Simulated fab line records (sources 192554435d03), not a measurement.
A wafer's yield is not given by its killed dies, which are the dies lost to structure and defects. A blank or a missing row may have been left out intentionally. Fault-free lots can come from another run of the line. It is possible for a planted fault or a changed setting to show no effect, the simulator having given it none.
Which tool was responsible? | flow n5-finfet | Sampling: 9 lots, 27 wafers, 5 of 1938 route steps

WHAT THE GAUGES READ, wafer by wafer
N5_DUMMY_GATE_CD_MEAS_15 targets a cd of 25.8 nm. Usual: cd-nm at 24.98 nm, with a standard deviation of 0.22.
lot  | measured    | on        | cd-nm (nm)        | flag
L359 | day 3 06:55 | cd-sem-03 | 24.74 24.99 24.87 |
L361 | day 3 18:31 | cd-sem-03 | 25.11 25.46 24.73 |
L362 | day 4 00:52 | cd-sem-03 | 25.16 24.82 25.25 |
L365 | day 4 15:56 | cd-sem-01 | 24.82 24.93 25.32 |
L366 | day 4 23:11 | cd-sem-03 | 25.10 25.12 24.92 |
L376 | day 7 10:02 | cd-sem-03 | 24.70 25.05 25.09 |
L378 | day 7 23:16 | cd-sem-03 | 25.60 24.95 25.27 |
L379 | day 8 05:58 | cd-sem-01 | 24.62 24.70 24.72 |
L380 | day 8 11:48 | cd-sem-03 | 24.95 25.28 24.80 |

N5_BEOL_M4_RC_MEAS_101. Usual: DIBL_N 36.6 mV/V, standard deviation 1.9; DIBL_P 36.7 mV/V, standard deviation 2.2; IOFF_N 0.16 nA/um, standard deviation 0.035; IOFF_P 0.22 nA/um, standard deviation 0.038; ION_N 672 uA/um, standard deviation 14; ION_P 462 uA/um, standard deviation 8.3; SS_N 71.6 mV/dec, standard deviation 0.65; SS_P 73.5 mV/dec, standard deviation 0.72; VT_N 250 mV, standard deviation 3.5; VT_P -250 mV, standard deviation 3.1.
lot  | measured     | on        | DIBL_N (mV/V)  | DIBL_P (mV/V)  | IOFF_N (nA/um) | IOFF_P (nA/um) | ION_N (uA/um) | ION_P (uA/um) | SS_N (mV/dec)  | SS_P (mV/dec)  | VT_N (mV)   | VT_P (mV)      | flag
L359 | day 9 10:38  | prober-02 | 37.8 42.0 34.8 | 36.2 40.1 33.9 | 0.15 0.27 0.13 | 0.21 0.27 0.18 | 666 682 680   | 459 458 468   | 71.6 73.9 71.1 | 72.7 74.7 72.6 | 250 245 252 | -249 -249 -251 |
L361 | day 9 21:14  | prober-02 | 35.1 36.8 35.6 | 35.1 37.9 36.8 | 0.14 0.16 0.15 | 0.18 0.22 0.21 | 679 668 680   | 466 460 469   | 71.7 71.1 70.9 | 72.6 74.0 72.8 | 252 253 250 | -252 -251 -249 |
L362 | day 9 15:41  | prober-02 | 36.5 34.4 33.4 | 36.7 34.7 32.6 | 0.15 0.12 0.11 | 0.19 0.16 0.14 | 653 667 650   | 448 453 442   | 71.6 71.0 70.7 | 73.3 72.7 71.6 | 254 254 257 | -258 -257 -257 |
L365 | day 10 21:10 | prober-01 | 35.9 37.0 38.1 | 35.8 38.1 38.4 | 0.14 0.17 0.18 | 0.16 0.21 0.22 | 675 661 685   | 454 455 465   | 71.9 71.1 72.2 | 73.2 74.0 74.1 | 254 250 250 | -256 -252 -254 |
L366 | day 10 22:46 | prober-01 | 36.2 36.9 35.3 | 36.5 37.1 35.5 | 0.14 0.16 0.13 | 0.21 0.23 0.20 | 674 673 674   | 459 467 465   | 71.4 71.7 71.0 | 73.3 74.2 73.5 | 256 251 251 | -252 -245 -250 |
L376 | day 13 13:35 | prober-02 | 36.9 37.5 35.5 | 35.7 36.7 34.6 | 0.16 0.18 0.15 | 0.19 0.20 0.18 | 668 687 681   | 451 469 464   | 72.0 72.0 71.0 | 73.6 74.1 73.4 | 247 249 248 | -252 -254 -254 |
L378 | day 14 07:06 | prober-01 | 35.8 35.8 37.3 | 36.4 37.0 36.8 | 0.14 0.14 0.15 | 0.19 0.22 0.21 | 672 662 649   | 466 453 449   | 70.5 70.9 71.9 | 73.9 73.4 74.4 | 252 255 255 | -251 -249 -251 |
L379 | day 14 14:19 | prober-02 | 38.1 35.2 35.7 | 37.1 34.2 34.4 | 0.19 0.14 0.14 | 0.25 0.19 0.21 | 669 680 678   | 458 466 474   | 71.4 71.2 71.6 | 73.8 72.6 73.6 | 249 251 249 | -248 -250 -248 |
L380 | day 14 07:49 | prober-02 | 38.0 39.0 37.8 | 37.2 39.1 36.6 | 0.19 0.23 0.18 | 0.26 0.31 0.25 | 699 682 674   | 472 467 463   | 71.8 71.8 72.4 | 73.5 74.1 73.6 | 249 245 248 | -244 -244 -245 |

WHAT TOOL EACH LOT RAN ON (gives the tool, then ch and the chambers of the sampled wafers, and finally the start)
lot  | N5_STI_FIN_REVEAL_ETCH_34       | N5_DUMMY_GATE_ETCH_37             | N5_DUMMY_GATE_ETCH_31
L359 | rie-si-02 ch 0,1,3, day 2 17:55 | rie-diel-06 ch 1,2, day 3 07:11   | rie-diel-01 ch 1,2,3, day 3 07:28
L361 | rie-si-06 ch 0,1,2, day 3 07:17 | rie-diel-01 ch 0,2,3, day 3 18:48 | rie-diel-03 ch 0,2,3, day 3 19:05
L362 | rie-si-05 ch 0,1,2, day 3 13:10 | rie-diel-01 ch 0,2,3, day 4 01:08 | rie-diel-03 ch 0,2,3, day 4 01:25
L365 | rie-si-05 ch 0,2,3, day 4 06:43 | rie-diel-03 ch 0,2,3, day 4 16:12 | rie-diel-01 ch 0,2,3, day 4 16:29
L366 | rie-si-02 ch 0,1,2, day 4 12:04 | rie-diel-01 ch 1,2, day 4 23:44   | rie-diel-06 ch 0,1,2, day 5 00:03
L376 | rie-si-06 ch 0,1,2, day 7 00:43 | rie-diel-01 ch 2,3, day 7 10:19   | rie-diel-01 ch 1,2,3, day 7 10:51
L378 | rie-si-05 ch 1,2, day 7 13:46   | rie-diel-01 ch 0,1,3, day 7 23:32 | rie-diel-03 ch 0,3, day 8 00:03
L379 | rie-si-02 ch 0,1,2, day 7 18:45 | rie-diel-03 ch 0,2, day 8 06:14   | rie-diel-06 ch 0,1,2, day 8 06:31
L380 | rie-si-02 ch 0,2,3, day 8 02:07 | rie-diel-03 ch 0,3, day 8 12:05   | rie-diel-06 ch 0,2, day 8 12:23
- N5_STI_FIN_REVEAL_ETCH_34: etches Si in H2, material Si, target depth 0.97 nm.
- N5_DUMMY_GATE_ETCH_37: etches SOC in N2/H2, target depth 60 nm, overetch 30 nm.
- N5_DUMMY_GATE_ETCH_31: etches SiO2 in C4F6/O2, target depth 82.5 nm, time 27.5 s.

AS READ BY THE TOOLS THEMSELVES (means over the sampled wafers that have a number; for cases with no such wafer, the mark the record gives instead)
N5_STI_FIN_REVEAL_ETCH_34. Usual: drypump-motor-current-A 5.5 A, standard deviation 0.47; oes-product-au 1.000 a.u., standard deviation 0.016; rf-fwd-power-W 296.5 W, standard deviation 1.4; throttle-valve-pct 25.72 %, standard deviation 0.27.
lot  | tool      | drypump-motor-current-A (A) | oes-product-au (a.u.) | rf-fwd-power-W (W) | throttle-valve-pct (%) | flag
L359 | rie-si-02 | 5.7                         | 0.993                 | 296.3              | 25.63                  |
L361 | rie-si-06 | 5.3                         | 0.987                 | 296.1              | 25.96                  |
L362 | rie-si-05 | 5.7                         | 1.011                 | 296.7              | 25.52                  |
L365 | rie-si-05 | 5.7                         | 1.004                 | 296.9              | 25.46                  |
L366 | rie-si-02 | 5.6                         | 1.003                 | 296.6              | 25.70                  |
L376 | rie-si-06 | 5.3                         | 0.986                 | 296.3              | 25.94                  |
L378 | rie-si-05 | 5.7                         | 1.002                 | 297.3              | 25.75                  |
L379 | rie-si-02 | 5.6                         | 1.001                 | 296.0              | 25.69                  |
L380 | rie-si-02 | 5.5                         | 1.008                 | 296.7              | 25.73                  |

N5_DUMMY_GATE_ETCH_37. Usual: drypump-motor-current-A 5.7 A, standard deviation 0.53; oes-product-au 0.64 a.u., standard deviation 0.056; rf-fwd-power-W 831 W, standard deviation 4.2; rf-vpp-V 524.0 V, standard deviation 2.4; showerhead-plenum-p-Torr 2.55 Torr, standard deviation 0.081; throttle-valve-pct 17.79 %, standard deviation 0.26.
lot  | tool        | drypump-motor-current-A (A) | oes-product-au (a.u.) | rf-fwd-power-W (W) | rf-vpp-V (V) | showerhead-plenum-p-Torr (Torr) | throttle-valve-pct (%) | flag
L359 | rie-diel-06 | 5.5                         | 0.58                  | 833                | 525.4        | 2.63                            | 18.15                  |
L361 | rie-diel-01 | 6.1                         | 0.67                  | 828                | 523.9        | 2.57                            | 17.63                  |
L362 | rie-diel-01 | 6.1                         | 0.67                  | 829                | 523.7        | 2.57                            | 17.63                  |
L365 | rie-diel-03 | 5.1                         | 0.61                  | 833                | 524.2        | 2.56                            | 17.94                  |
L366 | rie-diel-01 | 5.8                         | 0.63                  | 828                | 525.5        | 2.60                            | 17.78                  |
L376 | rie-diel-01 | 6.0                         | 0.66                  | 627                | 575.2        | 2.60                            | 17.60                  | OFF
L378 | rie-diel-01 | 6.0                         | 0.62                  | 631                | 572.3        | 2.48                            | 17.76                  | OFF
L379 | rie-diel-03 | 5.4                         | 0.70                  | 831                | 524.9        | 2.60                            | 17.73                  |
L380 | rie-diel-03 | 5.0                         | 0.65                  | 833                | 522.4        | 2.50                            | 17.88                  |

N5_DUMMY_GATE_ETCH_31. Usual: value, then standard deviation, for each; drypump-motor-current-A 5.5 A / 0.56; oes_ar_750_au 0.81 a.u. / 0.077; oes-product-au 0.81 a.u. / 0.083; rf-fwd-power-W 341.8 W / 1.5; rf-vpp-V 669 V / 9.1; showerhead-plenum-p-Torr 2.85 Torr / 0.087; throttle-valve-pct 21.16 % / 0.28.
lot  | tool        | drypump-motor-current-A (A) | oes_ar_750_au (a.u.) | oes-product-au (a.u.) | rf-fwd-power-W (W) | rf-vpp-V (V) | showerhead-plenum-p-Torr (Torr) | throttle-valve-pct (%) | flag
L359 | rie-diel-01 | 6.0                         | 0.86                 | 0.85                  | 341.6              | 672          | 2.85                            | 21.05                  |
L361 | rie-diel-03 | 5.1                         | 0.78                 | 0.78                  | 342.1              | 667          | 2.86                            | 21.21                  |
L362 | rie-diel-03 | 5.1                         | 0.78                 | 0.79                  | 342.8              | 668          | 2.85                            | 21.21                  |
L365 | rie-diel-01 | 6.0                         | 0.83                 | 0.83                  | 340.6              | 676          | 2.87                            | 21.05                  |
L366 | rie-diel-06 | 5.9                         | 0.81                 | 0.81                  | 341.2              | 665          | 2.95                            | 21.16                  |
L376 | rie-diel-01 | 5.9                         | 0.80                 | 0.80                  | 340.9              | 670          | 2.83                            | 21.09                  |
L378 | rie-diel-03 | 5.0                         | 0.83                 | 0.83                  | 343.1              | 668          | 2.80                            | 21.15                  |
L379 | rie-diel-06 | 5.9                         | 0.87                 | 0.88                  | 341.2              | 664          | 2.94                            | 21.07                  |
L380 | rie-diel-06 | 6.4                         | 0.85                 | 0.85                  | 341.0              | 668          | 2.92                            | 20.77                  |

THE ANSWER, worked out from the rows above alone
Rule: a lot is off if the mean of its wafers that have a number lies more than 3 standard deviations from the usual mean. A lot without any number at a reading at which 4 lots or more have one is off too. Any other lot the step has rows for is counted as sound. First the gauges in route order, then the tools' own readings, where a lot's mean is used as printed above. The first step at which some lot is off is used, and at that step the reading that is off furthest; a lot without a number counts as furthest.
Off at N5_DUMMY_GATE_ETCH_37 (rf-fwd-power-W): L376, L378.
A tool fits if, at that step or a process step before it, it ran every lot that is off, and no sound lot after the first of them. One candidate fits, namely rie-diel-01 at N5_DUMMY_GATE_ETCH_37. A fault onset in the window from L366 (day 4 23:44, its last sound lot) to L376 (day 7 10:19, its first lot off) fits.
The tool's own readings at N5_DUMMY_GATE_ETCH_37 bear it out: on the lots that are off they differ by more than 5 times the standard deviation of the sound lots' means. rf-fwd-power-W reads 629 W there against 831 W on the sound lots; rf-vpp-V reads 573.8 V there against 524.3 V on the sound lots.

WHAT THE SIMULATOR HAD INSERTED
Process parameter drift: rie-diel-01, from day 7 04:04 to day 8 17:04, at N5_DUMMY_GATE_ETCH_37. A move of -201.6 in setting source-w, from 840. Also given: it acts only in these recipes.
Struck lots among those shown: L376, L378. The rule given above showed the same thing.
